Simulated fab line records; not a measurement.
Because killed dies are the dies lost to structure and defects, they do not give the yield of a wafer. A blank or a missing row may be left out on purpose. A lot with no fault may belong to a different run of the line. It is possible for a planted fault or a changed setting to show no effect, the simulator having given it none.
Split-lot study / flow n5 finfet / on a route of 1938 steps: 7 lots, 21 wafers read

## SPLIT DETAILS
At N5_BEOL_M2_TRENCH_ETCH_37 (etches SiOC in C4F6/O2, target depth 55.555 nm, time 29.2 s), the setting time s was moved away from the recipe's 29.2 s on 7 of the 21 wafers read, by -22.1% to +15.4%. For the rest of the wafers, this setting stayed at what the recipe calls for.

## FROM THE SPLIT TO THE READING: what the file shows between them, 2 steps
- N5_BEOL_M2_ETCH_41: etches SiCN in CH3F/O2, target depth 29.9 nm, time 52.5 s
- N5_BEOL_M2_STRIP_97: strips in N2/H2, time 10 s

## THE READING
trench depth nm, in nm, at N5_BEOL_M2_OCD_MEAS_38. A value of 55.6 nm with a standard deviation of 1 nm is what fault-free wafers of this fab line usually give.

wafer=L079.3; tool, chamber at the split=rie diel-05, 0; time s as run, s=33.7; against the recipe=+15.4%; trench depth nm, nm=64.0; against lot-mates on the recipe=+8.6
wafer=L079.4; tool, chamber at the split=rie diel-05, 2; time s as run, s=33.7; against the recipe=+15.4%; trench depth nm, nm=62.1; against lot-mates on the recipe=+6.7
wafer=L079.5; tool, chamber at the split=rie diel-05, 0; time s as run, s=29.2; against the recipe=recipe; trench depth nm, nm=55.4; against lot-mates on the recipe=-
wafer=L087.2; tool, chamber at the split=rie diel-05, 0; time s as run, s=29.2; against the recipe=recipe; trench depth nm, nm=56.1; against lot-mates on the recipe=-
wafer=L087.4; tool, chamber at the split=rie diel-05, 2; time s as run, s=24.91; against the recipe=-14.7%; trench depth nm, nm=46.2; against lot-mates on the recipe=-10.0
wafer=L087.5; tool, chamber at the split=rie diel-05, 0; time s as run, s=29.2; against the recipe=recipe; trench depth nm, nm=56.3; against lot-mates on the recipe=-
wafer=L089.2; tool, chamber at the split=rie diel-02, 1; time s as run, s=22.76; against the recipe=-22.1%; trench depth nm, nm=42.7; against lot-mates on the recipe=-13.0
wafer=L089.5; tool, chamber at the split=rie diel-02, 0; time s as run, s=29.2; against the recipe=recipe; trench depth nm, nm=55.4; against lot-mates on the recipe=-
wafer=L089.6; tool, chamber at the split=rie diel-02, 1; time s as run, s=29.2; against the recipe=recipe; trench depth nm, nm=56.0; against lot-mates on the recipe=-
wafer=L091.1; tool, chamber at the split=rie diel-05, 0; time s as run, s=31.23; against the recipe=+7.0%; trench depth nm, nm=60.1; against lot-mates on the recipe=+4.1
wafer=L091.4; tool, chamber at the split=rie diel-05, 1; time s as run, s=29.2; against the recipe=recipe; trench depth nm, nm=54.8; against lot-mates on the recipe=-
wafer=L091.6; tool, chamber at the split=rie diel-05, 0; time s as run, s=29.2; against the recipe=recipe; trench depth nm, nm=57.2; against lot-mates on the recipe=-
wafer=L093.2; tool, chamber at the split=rie diel-05, 3; time s as run, s=29.2; against the recipe=recipe; trench depth nm, nm=56.4; against lot-mates on the recipe=-
wafer=L093.5; tool, chamber at the split=rie diel-05, 1; time s as run, s=33.19; against the recipe=+13.7%; trench depth nm, nm=63.2; against lot-mates on the recipe=+6.8
wafer=L093.6; tool, chamber at the split=rie diel-05, 0; time s as run, s=33.19; against the recipe=+13.7%; trench depth nm, nm=64.8; against lot-mates on the recipe=+8.4
wafer=L094.3; tool, chamber at the split=rie diel-01, 0; time s as run, s=29.2; against the recipe=recipe; trench depth nm, nm=55.1; against lot-mates on the recipe=-
wafer=L094.4; tool, chamber at the split=rie diel-01, 3; time s as run, s=29.2; against the recipe=recipe; trench depth nm, nm=57.0; against lot-mates on the recipe=-
wafer=L094.5; tool, chamber at the split=rie diel-01, 2; time s as run, s=29.2; against the recipe=recipe; trench depth nm, nm=56.5; against lot-mates on the recipe=-
wafer=L097.1; tool, chamber at the split=rie diel-02, 0; time s as run, s=29.2; against the recipe=recipe; trench depth nm, nm=54.8; against lot-mates on the recipe=-
wafer=L097.3; tool, chamber at the split=rie diel-02, 2; time s as run, s=29.2; against the recipe=recipe; trench depth nm, nm=55.7; against lot-mates on the recipe=-
wafer=L097.5; tool, chamber at the split=rie diel-02, 2; time s as run, s=29.2; against the recipe=recipe; trench depth nm, nm=55.6; against lot-mates on the recipe=-

THE FIT
A straight line over all 21 wafers: trench depth nm changes by +0.57 nm for each +1% of time s; r = +0.98; the points scatter about the line by 0.95 nm.
The same after taking each lot's own level away (the mean of its wafers on the recipe; 21 wafers): +0.57 nm for each +1%; r = +0.99; scatter 0.83 nm.
According to that fit, moving time s by its largest amount changes the reading by 13 nm.
The span of the lots' own levels, 55.37 to 56.40 nm, comes to 1.0 times the standard deviation stated above.
The two slopes are in agreement: the lot-to-lot level therefore moves the slope only a little.
Check: with one of the wafers moved furthest among these (-22.1%) left out of the fit, the line predicts -12.7 nm for it against its lot-mates. Against them it came out at -13 nm.

## THESE WAFERS: OTHER SPLITS
Note: prior to the reading, these wafers also went through further splits. Each is held against what the fit with the lots' levels taken away leaves over:
other split on the same wafers=N5_GATE_CUT_DESCUM_18 time s; wafers away from the commonest value=6; r with trench depth nm (lot level and that fit taken away)=+0.00
other split on the same wafers=N5_MOL_CONTACT_COAG_VIA_ETCH_46 bias w; wafers away from the commonest value=9; r with trench depth nm (lot level and that fit taken away)=+0.06
other split on the same wafers=N5_BEOL_M0_SAQP_PECVD_04 time s; wafers away from the commonest value=8; r with trench depth nm (lot level and that fit taken away)=-0.26
other split on the same wafers=N5_BEOL_M0_SAQP_COAT_34 spin rpm; wafers away from the commonest value=7; r with trench depth nm (lot level and that fit taken away)=+0.30
other split on the same wafers=N5_BEOL_M0_TRENCH_ETCH_107 target depth a; wafers away from the commonest value=6; r with trench depth nm (lot level and that fit taken away)=-0.19
other split on the same wafers=N5_BEOL_M0_ETCH_109 bias w; wafers away from the commonest value=5; r with trench depth nm (lot level and that fit taken away)=+0.13
other split on the same wafers=N5_BEOL_M2_ETCH_69 bias w; wafers away from the commonest value=9; r with trench depth nm (lot level and that fit taken away)=+0.18

## THE WHOLE CHAIN: every reading that the file lists as answering this split, in the file's order
step=N5_BEOL_M2_TRENCH_ETCH_37; what it does=etches SiOC in C4F6/O2, target depth 55.555 nm, time 29.2 s; reading=BEOL_M2.feature depth nm (the simulator's own value, which no gauge read); change (the file's fit)=+0.59 nm for each +1% of the setting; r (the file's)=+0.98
step=N5_BEOL_M2_TRENCH_ETCH_37; what it does=etches SiOC in C4F6/O2, target depth 55.555 nm, time 29.2 s; reading=etch.depth nm (the simulator's own value, which no gauge read); change (the file's fit)=+0.592 nm for each +1% of the setting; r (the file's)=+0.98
step=N5_BEOL_M2_OCD_MEAS_38; what it does=; reading=trench depth nm; change (the file's fit)=+0.582 nm for each +1% of the setting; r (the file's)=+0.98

## THE FILE'S OWN FIT
trench depth nm changes by +0.582 nm for each +1% of time s, r = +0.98.
